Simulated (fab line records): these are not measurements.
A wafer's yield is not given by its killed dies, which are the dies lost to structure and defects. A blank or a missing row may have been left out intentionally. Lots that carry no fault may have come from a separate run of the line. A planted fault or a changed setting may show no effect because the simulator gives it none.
A struck lot beside a sound one	flow n5_finfet	16 steps out of a route of 1938
Sound: these wafers, L430.3, L430.4, L430.6. Struck: wafer L444.4. (L444.2, L444.3 of the same lot were not struck and are left out.) The cause comes at the end.
Per side, at each step with rows, come the tool, then ch with its chambers, and then its first start. Under that, the readings that differ: sound wafers	struck wafers	difference of the means	sigmas: that difference in standard deviations of wafers without a fault.
alike: a reading whose means differ by less than 2 such deviations, as well as words and numbers matching on both sides. not compared: withheld readings; readings where some wafer has no value; bounds like >300 that might hide an equal value; numbers whose values overlap and for which the record gives no deviation.
Wherever a step has rows on one side only, a row that says differs or no value, or a row with sigmas, the two part there. Numbers that have no deviation but don't overlap get no sigmas and don't part them. Lack of a reading on every wafer of one side parts them only where that side has two or more wafers.

first, 1 step without rows for these wafers: N5_ILD0_CURE_02 (time 1800 s).
N5_ILD0_CMP_03: polishes, stops on SiNx, t overpolish 1.9 s, target thk 197.38 nm.
  sound on cmp-02 ch 0,1,3, day 5 04:54; struck on cmp-02 ch 3, day 8 14:55
  alike: motor_current_A, overpolish_run_s, time_to_endpoint_s
N5_ILD0_THK_MEAS_04:
  sound: film_metro-02 at day 5 05:11; struck: film_metro-02 at day 8 15:13
reading	sound	struck	difference	sigmas
thk_nm (nm)	196.2 197.1 198.2	199.3	+2.1	+2
N5_ILD0_CMP_07: polishes SiO2 flowable, stops on poly-Si, t overpolish 1.18 s, target thk 138.88 nm.
  sound on cmp-03 ch 0,1,2, day 5 05:13; struck on cmp-02 ch 2, day 8 15:14
  alike: motor_current_A
N5_ILD0_THK_MEAS_08:
  sound: film_metro-01 at day 5 05:31; struck: film_metro-01 at day 8 15:32
  alike: thk_nm
then, 1 step without rows for these wafers: N5_ILD0_PRECLEAN_10 (cleans in NF3:NH3, afs cycles 5, time 20 s, sublimation time 60 s).
N5_ILD0_ALD_15: deposits SiNx, target thk 24 nm, pulse time 1 s, ald cycles 480.
  sound on ald_sin-02 ch 0,1,3, day 5 06:14; struck on ald_sin-02 ch 0, day 8 17:20
reading	sound	struck	difference	sigmas
heater_power_w (W)	992 664 770	1019	+210	+2
  alike: precursor_pulse_height_rel, susceptor_temp_C
N5_ILD0_CMP_12: polishes SiNx, stops on poly-Si, t overpolish 6 s, target thk 17.67 nm.
  sound on cmp-03 ch 1,2,3, day 5 08:28; struck on cmp-04 ch 0, day 8 18:29
  alike: motor_current_A, overpolish_run_s, time_to_endpoint_s
N5_ILD0_THK_MEAS_13:
  sound: film_metro-01 at day 5 08:44; struck: film_metro-01 at day 8 18:45
reading	sound	struck	difference	sigmas
thk_nm (nm)	18.9 19.2 18.6	16.9	-2.0	-2
N5_ILD0_INSPECT_06: inspects for defects (darkfield).
  sound: defect_inspect-02 at day 5 08:45; struck: defect_inspect-01 at day 8 18:46
  alike: raw_defect_count
N5_SDB_HM_DEP_00: deposits SiNx from SiH4/NH3/N2, target thk 40 nm, time 35.3 s.
  sound on pecvd-03 ch 0,1,2, day 5 08:47; struck on pecvd-03 ch 2, day 8 18:49
reading	sound	struck	difference	sigmas
susceptor_temp_C (C)	399.81 400.15 400.25	399.25	-0.82	-3
  alike: heater_power_w, showerhead_plenum_p_Torr, throttle_valve_pct
then, 1 step without rows for these wafers: N5_SDB_COAT_03 (time 60 s, resist thk 100 nm).
N5_SDB_COAT_04: time 60 s, resist thk 18 nm.
  sound on litho_track-01 ch 0, day 5 08:53; struck on litho_track-01 ch 0, day 8 18:53
reading	sound	struck	difference	sigmas
run_length_s (s)	66.20 66.50 66.14	89.76	+23.48	+99 or more
then, 1 step without rows for these wafers: N5_SDB_COAT_05 (resist thk 90 nm).
-- the record jumps here: 5 days lie between the struck wafers' starts before and after (it left off in module SDB and takes up again in module BEOL_M4, whose first step shown is number 1111 of the route) --
N5_BEOL_M4_RC_MEAS_101:
  sound on prober-01 ch 0, day 10 19:11; struck on prober-02 ch 0, day 13 21:08
reading	sound	struck	difference	sigmas
IOFF_N (nA/um)	0.146 0.146 0.124	0.181	+0.042	+2
VT_N (mV)	251.1 251.2 254.5	247.2	-5.1	-2
  alike: DIBL_N, DIBL_P, IOFF_P, ION_N, ION_P, SS_N, SS_P, VT_P
-- a jump in the record: the struck wafers' starts before and after are 4 days apart (it breaks off in module BEOL_M4 and resumes in module PASSIVATION, where the first step shown is number 1936 of the route) --
N5_PASSIVATION_PROBE_49:
  the record has rows for the struck wafers here (prober-02, day 18 02:22) and none for the sound ones

WHERE THEY PART
First at N5_ILD0_THK_MEAS_04; last, within this record, at N5_PASSIVATION_PROBE_49.

WHY: what had been put in by the simulator
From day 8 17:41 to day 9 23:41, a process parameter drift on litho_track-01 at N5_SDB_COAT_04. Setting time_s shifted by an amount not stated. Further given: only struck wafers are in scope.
